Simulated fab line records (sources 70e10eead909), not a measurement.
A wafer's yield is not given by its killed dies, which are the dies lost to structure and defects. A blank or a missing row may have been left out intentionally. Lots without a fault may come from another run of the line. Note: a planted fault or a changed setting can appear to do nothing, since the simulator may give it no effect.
fab line records	flow nand-harc
[record] lots = 5	wafers = 15	last-day = 22
route steps=1159 shown P_ZERO_WELL@14 END@1159
lots untouched by any fault: they come from a run of this same line in which no faults occurred
start-h: start of the lot's first displayed wafer, in hours after the record's first day	wait-h: hours elapsed since this lot's preceding step	" same as the row above	L1.1+2: a single row standing in for several wafers	- value missing, or start not given	* or withheld: withheld	< > ~ a bound
route shown NAME@n: NAME is a module with steps in the file, n the number in the route of the first one	usual: mean/standard deviation taken from wafers without a fault	same: alike in all rows	chamber/n: place in a boat	sites: per-site readings	_std_site: standard deviation of those values	_edge_site: the outer-site mean with the inner-site mean subtracted	radius-mm: for every site, how far away it sits from the centre of the wafer	mask NAME#n: copy n	behind: tool/chamber where the wafer was last shaped	hold: cause of the lot's hold/its duration in hours/its outcome	device: whichever transistor did not switch (one of n, p or np)	end of line: tests run on the same wafers once the route is complete	a step with no rows: only its recipe	killed: dies lost to structure and defects at the first sort, not the wafer's yield	map: per-die view of a wafer (x killed, . not killed, _ where there is no die)
set.NAME: the setting that was run; set.NAME@STEP: the one run at that earlier step	model.NAME: the simulator's own value behind a step, which no gauge read
lots at selected steps of the route; one table per step, one row per wafer
services: a tool's chamber out of use, with start hour (start-h, from the record's first day; less than 0 if before it), hours out, and reason
[[steps]]
[step NHARC_P_ZERO_WELL_CD_MEAS_11]
[recipe] target-cd-nm = 500	landing-energy-ev = 500
[usual] cd-nm = 499.4/1.5
lot.wafer	tool	chamber	start-h	wait-h	cd-nm
L379.2	cd-sem-03	0	13.12	-	501.0
L379.3	"	0	"	"	499.0
L379.6	"	0	"	"	498.1
L384.1	cd-sem-03	0	43.24	-	499.3
L384.4	"	0	"	"	498.6
L384.5	"	0	"	"	499.6
L392.1	cd-sem-02	0	91.24	-	499.6
L392.2	"	0	"	"	499.5
L392.6	"	0	"	"	497.3
L393.2	cd-sem-03	0	97.38	-	500.2
L393.4	"	0	"	"	500.1
L393.5	"	0	"	"	499.7
L395.2	cd-sem-01	0	109.11	-	498.8
L395.4	"	0	"	"	498.0
L395.5	"	0	"	"	496.3
[step NHARC_P_ZERO_WELL_HARDBAKE_12]
[recipe] temp-c = 118	time-s = 65
[step NHARC_P_ZERO_WELL_DESCUM_13]
[recipe] time-s = 3	o2-flow-sccm = 200	ar-flow-sccm = 0	bias-power-w = 0	chemistry = O2
[usual] drypump-motor-current-A = 5.7/0.45	mfc-ar-sccm = 0.006/0.0095	oes-product-au = 0.995/0.01	rf-vpp-V = 57.9/0.84	showerhead-plenum-p-Torr = 1.96/0.068	throttle-valve-pct = 11.313/0.0088
lot.wafer	tool	chamber	start-h	wait-h	drypump-motor-current-A	mfc-ar-sccm	oes-product-au	rf-hours-counter-h	rf-vpp-V	showerhead-plenum-p-Torr	throttle-valve-pct
L379.2	rie-diel-01	1	13.29	-	5.2	0	0.987	4	58.6	1.94	11.308
L379.3	"	2	"	"	6.2	0	0.980	3	57.2	1.88	11.313
L379.6	"	3	"	"	6.3	0	1.005	-	58.1	1.99	11.309
L384.1	rie-diel-10	2	43.40	-	5.4	0.016	0.986	3	58.0	2.05	11.323
L384.4	"	3	"	"	5.2	0	0.989	3	57.7	2.04	11.303
L384.5	"	1	"	"	5.5	0.016	0.998	-	56.0	1.99	11.315
L392.2	rie-diel-04	3	91.40	-	5.4	0.005	1.009	9	58.5	1.92	11.312
L392.1	"	2	"	"	5.4	0	1.007	10	57.9	1.90	11.318
L392.6	"	2	"	"	5.4	0	1.007	-	58.9	1.90	11.323
L393.2	rie-diel-01	0	97.55	-	6.6	0.030	0.990	9	58.7	2.06	11.327
L393.5	"	2	"	"	6.2	0	0.977	-	57.9	1.88	11.305
L393.4	"	3	"	"	6.4	0	0.999	-	56.9	1.99	11.307
L395.2	rie-diel-01	3	109.27	-	6.4	0	1.010	9	57.7	1.99	11.300
L395.4	"	1	"	"	5.2	0	0.998	9	58.2	1.93	11.303
L395.5	"	3	"	"	6.4	0	0.996	-	58.1	1.99	11.297
[step NHARC_P_ZERO_WELL_ETCH_65]
[recipe] target-depth-a = 800	overetch-a = 240	time-s = 87.88	ion-energy-ev = 200	n2-flow-sccm = 150	h2-flow-sccm = 150	ar-flow-sccm = 0	rf-w = 400	bias-w = 150	chemistry = N2/H2
[usual] drypump-motor-current-A = 5.7/0.44	mfc-ar-sccm = 0.006/0.0095	oes-product-au = 0.996/0.011	rf-fwd-power-W = 396.8/1.6	rf-vpp-V = 431.9/2.3	showerhead-plenum-p-Torr = 2.09/0.075	throttle-valve-pct = 14.170/0.0085
lot.wafer	tool	chamber	start-h	wait-h	drypump-motor-current-A	mfc-ar-sccm	oes-product-au	rf-fwd-power-W	rf-hours-counter-h	rf-vpp-V	showerhead-plenum-p-Torr	throttle-valve-pct
L379.3	rie-diel-01	3	13.36	0.1	6.4	0	1.012	397.8	3	432.4	2.12	14.163
L379.2	"	0	"	"	6.5	0.030	0.992	396.6	4	435.2	2.20	14.182
L379.6	"	0	"	"	6.5	0.030	0.988	399.8	-	434.4	2.20	14.170
L384.1	rie-diel-10	1	43.50	0.1	5.5	0.016	1.002	394.0	3	433.1	2.12	14.171
L384.4	"	2	"	"	5.4	0.016	0.995	397.9	3	433.9	2.18	14.191
L384.5	"	1	"	"	5.5	0.016	0.998	394.5	-	433.5	2.12	14.174
L392.1	rie-diel-04	3	91.50	0.1	5.4	0.005	1.019	401.3	9	430.0	2.05	14.159
L392.2	"	2	"	"	5.4	0	1.015	395.0	10	429.4	2.03	14.161
L392.6	"	0	"	"	5.8	0	1.012	396.9	-	431.3	2.06	14.174
L393.2	rie-diel-01	3	97.64	0.1	6.3	0	0.999	396.1	8	433.9	2.12	14.172
L393.4	"	3	"	"	6.4	0	0.999	396.1	-	432.5	2.12	14.178
L393.5	"	0	"	"	6.5	0.030	0.984	396.7	-	435.8	2.19	14.173
L395.4	rie-diel-01	2	109.36	0.1	6.2	0	0.977	395.0	9	427.3	2.00	14.167
L395.2	"	3	"	"	6.4	0	1.004	394.8	9	432.7	2.12	14.181
L395.5	"	1	"	"	5.2	0	0.988	396.6	-	429.8	2.06	14.159
[step NHARC_P_ZERO_WELL_ETCH_62]
[recipe] target-depth-a = 130	time-s = 6.5	chf3-flow-sccm = 50	ar-flow-sccm = 200	rf-w = 500	bias-w = 200	chemistry = CHF3/Ar
[usual] drypump-motor-current-A = 5.7/0.44	mfc-ar-sccm = 200.0/0.62	oes-product-au = 0.957/0.018	rf-fwd-power-W = 488.0/1.9	rf-vpp-V = 371.8/2	showerhead-plenum-p-Torr = 2.40/0.079	throttle-valve-pct = 20.216/0.0091
lot.wafer	tool	chamber	start-h	wait-h	drypump-motor-current-A	mfc-ar-sccm	oes-product-au	rf-fwd-power-W	rf-hours-counter-h	rf-vpp-V	showerhead-plenum-p-Torr	throttle-valve-pct
L379.2	rie-diel-01	3	-	-	6.4	198.8	0.957	486.4	3	372.7	2.43	20.225
L379.3	"	0	"	"	6.5	200.3	0.950	489.5	4	372.1	2.51	20.218
L379.6	"	2	"	"	6.2	200.5	0.965	487.7	-	369.9	2.31	20.219
L384.1	rie-diel-10	3	-	-	5.2	199.0	0.951	485.7	3	374.2	2.50	20.211
L384.4	"	2	"	"	5.4	200.2	0.929	486.7	3	373.6	2.50	20.224
L384.5	"	3	"	"	5.2	199.5	0.945	488.1	-	374.2	2.50	20.216
L392.2	rie-diel-04	3	-	-	5.4	199.7	0.944	490.8	9	371.0	2.35	20.230
L392.1	"	2	"	"	5.3	200.8	0.936	487.0	10	371.2	2.33	20.218
L392.6	"	2	"	"	5.3	201.3	0.924	487.2	-	369.0	2.33	20.210
L393.2	rie-diel-01	3	-	-	6.3	200.5	0.960	488.9	8	373.0	2.43	20.210
L393.5	"	2	"	"	6.2	199.5	0.942	488.0	-	371.0	2.31	20.198
L393.4	"	3	"	"	6.4	199.7	0.941	487.4	-	373.3	2.43	20.218
L395.2	rie-diel-01	0	-	-	6.5	199.5	0.937	489.0	10	375.6	2.51	20.216
L395.4	"	2	"	"	6.2	200.6	0.952	489.4	10	370.3	2.31	20.211
L395.5	"	3	"	"	6.3	200.7	0.962	485.7	-	371.8	2.43	20.221
[step NHARC_P_ZERO_WELL_ETCH_63]
[recipe] target-depth-a = 1200	time-s = 40.1	hbr-flow-sccm = 150	cl2-flow-sccm = 50	rf-w = 400	icp-w = 400	bias-w = 100	chemistry = HBr/Cl2
[usual] drypump-motor-current-A = 5.8/0.34	oes-product-au = 1.004/0.0099	rf-fwd-power-W = 395.4/2	throttle-valve-pct = 26.406/0.0096
lot.wafer	tool	chamber	start-h	wait-h	drypump-motor-current-A	oes-product-au	rf-fwd-power-W	rf-hours-counter-h	throttle-valve-pct
L379.3	rie-si-04	3	13.54	-	5.6	1.011	395.3	0.7	26.399
L379.2	"	0	"	"	5.3	0.986	391.3	0.6	26.392
L379.6	"	3	"	"	5.7	1.004	392.8	-	26.399
L384.1	rie-si-04	1	43.67	-	5.9	1.003	394.8	0.7	26.409
L384.4	"	3	"	"	5.6	1.008	397.6	1.1	26.400
L384.5	"	2	"	"	5.6	1.002	398.0	-	26.419
L392.2	rie-si-05	2	91.69	-	5.4	1.011	394.9	0.3	26.405
L392.1	"	1	"	"	5.8	1.006	397.2	0.3	26.404
L392.6	"	0	"	"	6.1	0.997	395.6	-	26.413
L393.2	rie-si-05	1	97.86	-	5.8	1.022	395.4	0.3	26.419
L393.4	"	2	"	"	5.5	1.021	396.3	-	26.405
L393.5	"	0	"	"	6.1	1.006	395.3	-	26.406
L395.2	rie-si-05	0	109.56	-	6.1	0.996	393.7	0.5	26.425
L395.4	"	1	"	"	5.8	1.021	397.3	-	26.416
L395.5	"	0	"	"	6.1	0.992	395.5	-	26.421
[step NHARC_P_ZERO_WELL_STRIP_15]
[recipe] time-s = 900	temp-c = 130	chemistry = SPM
[step NHARC_P_ZERO_WELL_DEHYDRATE_16]
[recipe] temp-c = 150	time-s = 120
[step NHARC_P_ZERO_WELL_HMDS_17]
[recipe] time-s = 30
[step NHARC_P_ZERO_WELL_COAT_18]
[recipe] spin-rpm = withheld
[step NHARC_P_ZERO_WELL_SOFTBAKE_19]
[recipe] temp-c = 122	time-s = 95
[step NHARC_P_ZERO_WELL_EBR_20]
[step NHARC_P_ZERO_WELL_EXPOSE_21]
[recipe] na = 0.6	target-cd-nm = 720	dose-mj = 22.31	mask-id = P_NWELL
lot.wafer	tool	chamber	start-h	wait-h	mask
L379.2+3+6	krf-scanner-01	0	14.20	-	P_NWELL#0
L384.1+4+5	krf-scanner-02	0	44.44	-	P_NWELL_R1#0
L392.1+2+6	krf-scanner-01	0	92.51	-	P_NWELL#0
L393.2+4+5	krf-scanner-02	0	98.63	-	P_NWELL#0
L395.2+4+5	krf-scanner-02	0	110.36	-	P_NWELL#0
[step NHARC_P_ZERO_WELL_PEB_22]
[recipe] peb-temp-c = 118	peb-time-s = 85
[step NHARC_P_ZERO_WELL_DEVELOP_23]
[recipe] time-s = 70
[step NHARC_P_ZERO_WELL_CD_MEAS_24]
[recipe] target-cd-nm = 720	landing-energy-ev = 500
[usual] cd-nm = 718.9/2
lot.wafer	tool	chamber	start-h	wait-h	cd-nm
L379.2	cd-sem-02	0	14.35	-	718.4
L379.3	"	0	"	"	719.7
L379.6	"	0	"	"	717.5
L384.1	cd-sem-02	0	44.59	-	695.0
L384.4	"	0	"	"	694.5
L384.5	"	0	"	"	694.5
L392.1	cd-sem-01	0	92.66	-	716.1
L392.2	"	0	"	"	716.4
L392.6	"	0	"	"	716.2
L393.2	cd-sem-03	0	98.78	-	721.6
L393.4	"	0	"	"	721.4
L393.5	"	0	"	"	721.9
L395.2	cd-sem-03	0	110.51	-	715.3
L395.4	"	0	"	"	718.7
L395.5	"	0	"	"	715.4
[step NHARC_P_ZERO_WELL_HARDBAKE_25]
[recipe] temp-c = 125	time-s = 80
[step NHARC_P_ZERO_WELL_DESCUM_26]
[recipe] time-s = 3	o2-flow-sccm = 200	ar-flow-sccm = 0	bias-power-w = 0	chemistry = O2
[usual] drypump-motor-current-A = 5.6/0.39	mfc-ar-sccm = 0.005/0.0083	oes-product-au = 0.996/0.0099	rf-vpp-V = 57.9/0.88	showerhead-plenum-p-Torr = 1.96/0.075	throttle-valve-pct = 11.310/0.0089
lot.wafer	tool	chamber	start-h	wait-h	drypump-motor-current-A	mfc-ar-sccm	oes-product-au	rf-hours-counter-h	rf-vpp-V	showerhead-plenum-p-Torr	throttle-valve-pct	model.P_ZERO_WELL.cd-nm
L379.3	rie-diel-10	0	14.52	-	5.9	0	1.001	0	57.4	1.85	11.309	720.1
L379.2	"	1	"	"	5.5	0.016	0.999	0	58.7	1.99	11.302	718.1
L379.6	"	0	"	"	5.9	0	0.985	-	58.8	1.85	11.312	718.1
L384.1	rie-diel-10	3	44.76	-	5.2	0	1.000	4	56.0	2.04	11.322	695.4
L384.4	"	0	"	"	5.9	0	1.000	4	56.0	1.84	11.299	695.1
L384.5	"	0	"	"	5.9	0	0.992	-	55.6	1.84	11.307	695.2
L392.1	rie-diel-10	2	92.82	-	5.4	0.016	1.009	6	57.3	2.04	11.311	716.4
L392.2	"	1	"	"	5.5	0.016	1.011	6	58.0	1.99	11.324	716
L392.6	"	2	"	"	5.4	0.016	0.991	-	58.1	2.05	11.312	717.1
L393.2	rie-diel-04	2	98.94	-	5.4	0	1.015	10	56.8	1.90	11.305	721.7
L393.5	"	2	"	"	5.3	0	1.022	-	57.9	1.90	11.309	721.9
L393.4	"	0	"	"	5.8	0	1.009	-	60.5	1.93	11.314	721.6
L395.4	rie-diel-01	0	110.69	-	6.5	0.030	0.981	10	57.7	2.05	11.300	719.4
L395.2	"	1	"	"	5.2	0	0.988	9	59.4	1.93	11.324	715.7
L395.5	"	0	"	"	6.5	0.030	0.983	-	59.1	2.05	11.305	716.2
[step NHARC_P_ZERO_WELL_IMPLANT_27]
[recipe] energy-kev = 600	dose-cm2 = 1e+13	tilt-deg = 7
[step NHARC_END_SORT_01]
[recipe] temp-c = 25
[usual] killed-at-array = 26/9	killed-at-other = 0.8/1.2	killed-at-periphery = 3.2/2.3	killed-dies = 30/9.1	killed-open = 3.5/2	killed-short = 1.8/1.4
[same] gross-dies = 677
lot.wafer	tool	chamber	start-h	wait-h	killed-at-array	killed-at-other	killed-at-periphery	killed-dies	killed-open	killed-short
L384.1	prober-01	0	470.57	2.5	23	3	2	28	3	1
L384.4	prober-01	0	472.97	3.4	23	1	1	25	4	1
L384.5	prober-01	0	473.77	3.7	25	1	1	27	2	2
L392.1	prober-01	0	514.06	2.5	42	0	1	43	4	2
L392.2	prober-01	0	514.86	2.8	40	0	2	42	4	1
L392.6	prober-01	0	518.07	4.0	34	0	1	35	2	4
L393.2	prober-01	0	522.76	2.9	29	0	4	33	7	0
L393.4	prober-01	0	524.34	3.4	42	0	2	44	2	1
L393.5	prober-01	0	525.13	3.7	29	1	2	32	5	1
L395.2	prober-01	0	531.67	2.8	21	2	1	24	2	2
L395.4	prober-01	0	533.28	3.4	24	7	0	31	6	2
L395.5	prober-01	0	534.09	3.7	35	1	2	38	7	2
// killed by level:class
L384.1 A_CHANNEL_HOLE_D1:chamber-film-flake=15 THIN_TSV:chamber-film-flake=3 A_CHANNEL_FILL_D1:chamber-film-flake=2 A_WL_FILL:chamber-film-flake=2 P_M0:geometric-particle:open=1 A_SGD_CUT:geometric-particle:short=1 A_CONTACT:geometric-particle:open=1 A_M0:geometric-particle:open=1
L384.4 A_CHANNEL_HOLE_D1:chamber-film-flake=12 A_ONON_D1:geometric-particle:open=2 A_CONTACT:geometric-particle:open=2 A_SLIT:chamber-film-flake=2 A_WL_FILL:chamber-film-flake=2 A_WL_FILL:geometric-particle:short=1 P_CONTACT:chamber-film-flake=1 A_STAIRCASE:chamber-film-flake=1
L384.5 A_CHANNEL_HOLE_D1:chamber-film-flake=14 A_STAIRCASE:chamber-film-flake=2 A_SLIT:chamber-film-flake=2 A_CONTACT:chamber-film-flake=2 P_CONTACT:geometric-particle:open=1 A_SOURCE_PLATE:geometric-particle:short=1 A_CONTACT:geometric-particle:open=1 A_BLC:geometric-particle:short=1
L392.1 A_SLIT:chamber-film-flake=16 A_CHANNEL_HOLE_D1:chamber-film-flake=15 A_STAIRCASE:chamber-film-flake=2 A_WL_FILL:chamber-film-flake=2 A_CONTACT:chamber-film-flake=2 P_M0:geometric-particle:open=1 A_ONON_D1:geometric-particle:short=1 A_CHANNEL_FILL_D1:geometric-particle:open=1
L392.2 A_CHANNEL_HOLE_D1:chamber-film-flake=16 A_SLIT:chamber-film-flake=9 A_CONTACT:chamber-film-flake=9 A_ONON_D1:geometric-particle:open=2 A_STAIRCASE:chamber-film-flake=2 P_CONTACT:geometric-particle:open=1 A_CONTACT:geometric-particle:open=1 A_CONTACT:geometric-particle:short=1
L392.6 A_CHANNEL_HOLE_D1:chamber-film-flake=12 A_SLIT:chamber-film-flake=12 A_CONTACT:chamber-film-flake=5 P_CONTACT:geometric-particle:short=1 A_ONON_D1:geometric-particle:short=1 A_SGD_CUT:geometric-particle:open=1 A_WL_FILL:geometric-particle:short=1 A_CONTACT:geometric-particle:open=1
L393.2 A_CHANNEL_HOLE_D1:chamber-film-flake=11 A_CONTACT:chamber-film-flake=5 A_SGD_CUT:chamber-film-flake=4 P_GATE:chamber-film-flake=2 A_STAIRCASE:chamber-film-flake=2 P_M0:geometric-particle:open=1 A_ONON_D1:geometric-particle:open=1 A_CHANNEL_FILL_D1:geometric-particle:open=1
L393.4 A_CHANNEL_HOLE_D1:chamber-film-flake=22 A_SGD_CUT:chamber-film-flake=6 A_CONTACT:chamber-film-flake=5 A_STAIRCASE:chamber-film-flake=3 A_BLC:geometric-particle:open=1 A_M0:geometric-particle:short=1 A_M0:geometric-particle:open=1 P_CONTACT:chamber-film-flake=1
L393.5 A_CHANNEL_HOLE_D1:chamber-film-flake=16 A_STAIRCASE:chamber-film-flake=5 A_SGD_CUT:chamber-film-flake=2 A_CONTACT:chamber-film-flake=2 P_CONTACT:geometric-particle:open=1 P_M0:geometric-particle:open=1 A_SGD_CUT:geometric-particle:open=1 A_SLIT:geometric-particle:short=1
L395.2 A_SLIT:chamber-film-flake=12 A_CHANNEL_HOLE_D1:chamber-film-flake=4 THIN_TSV:chamber-film-flake=2 P_CONTACT:geometric-particle:open=1 A_SGD_CUT:geometric-particle:short=1 A_WL_FILL:geometric-particle:short=1 A_WL_FILL:geometric-particle:open=1 A_CHANNEL_FILL_D1:chamber-film-flake=1
L395.4 A_SLIT:chamber-film-flake=9 THIN_TSV:chamber-film-flake=7 A_CHANNEL_HOLE_D1:chamber-film-flake=4 A_BLC:geometric-particle:open=3 A_ONON_D1:geometric-particle:open=1 A_CHANNEL_FILL_D1:geometric-particle:short=1 A_CHANNEL_FILL_D1:geometric-particle:open=1 A_CONTACT:geometric-particle:open=1
L395.5 A_SLIT:chamber-film-flake=15 A_STAIRCASE:chamber-film-flake=5 A_CONTACT:chamber-film-flake=3 A_CHANNEL_HOLE_D1:chamber-film-flake=3 A_CHANNEL_FILL_D1:chamber-film-flake=2 P_CONTACT:geometric-particle:short=1 P_M0:geometric-particle:open=1 A_ONON_D1:geometric-particle:open=1
[[services]]
tool	chamber	start-h	hours	kind
rie-diel-04	-	-8.59	2.4	repair
rie-diel-01	0	-5.70	-	clean
rie-diel-01	1	-5.70	-	clean
rie-diel-01	2	-5.70	-	clean
rie-diel-01	3	-5.70	-	clean
rie-diel-10	-	-0.50	9.0	pm
rie-diel-01	-	0.31	1.1	repair
rie-diel-01	0	18.80	-	clean
rie-diel-01	-	24.51	1.4	repair
rie-diel-01	0	30.84	7.7	repair
rie-diel-04	0	32.17	1.6	repair
krf-scanner-02	-	38.00	4.0	pm
rie-si-04	-	38.01	0.4	repair
rie-si-05	-	62.00	9.0	pm
rie-diel-01	3	64.34	10.0	repair
rie-diel-01	0	65.89	4.0	repair
rie-si-05	2	81.44	2.8	repair
krf-scanner-01	-	84.00	4.0	pm
rie-si-05	3	87.71	28.3	repair
rie-diel-01	1	88.22	12.6	repair
rie-diel-04	1	90.36	13.1	repair
rie-si-04	1	98.33	13.8	repair
rie-si-04	-	99.00	9.0	pm
rie-diel-10	2	101.06	4.8	repair
[[key]]
[first-sign] step = NHARC_P_ZERO_WELL_EXPOSE_21	reading = mask	direction = changed
[effect] step = NHARC_P_ZERO_WELL_CD_MEAS_24	reading = cd-nm	direction = down	sigmas = 12	usual = 718.9	struck = 694.7
[model-effect] step = NHARC_P_ZERO_WELL_DESCUM_26	value = P_ZERO_WELL.cd-nm	without = 716	struck = 695.2
met-at NHARC_P_ZERO_WELL_EXPOSE_21
struck-wafers L384.1,L384.4,L384.5
tester-left-out L384
[fault] kind = wrong-mask	tool = any	chamber = -	onset-h = 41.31	steps = NHARC_P_ZERO_WELL_EXPOSE_21	aux-copy = P_NWELL_R1#0	cd-offset-nm = -20.817	scope = struck-lots-only
// tester-left-out: of these lots the tester's yield and bins aren't shown, on N5 and GAA mostly nor the transistor test; their killed dies are dies lost to structure and defects alone, not to doping, threshold or leakage, so they don't give the yield
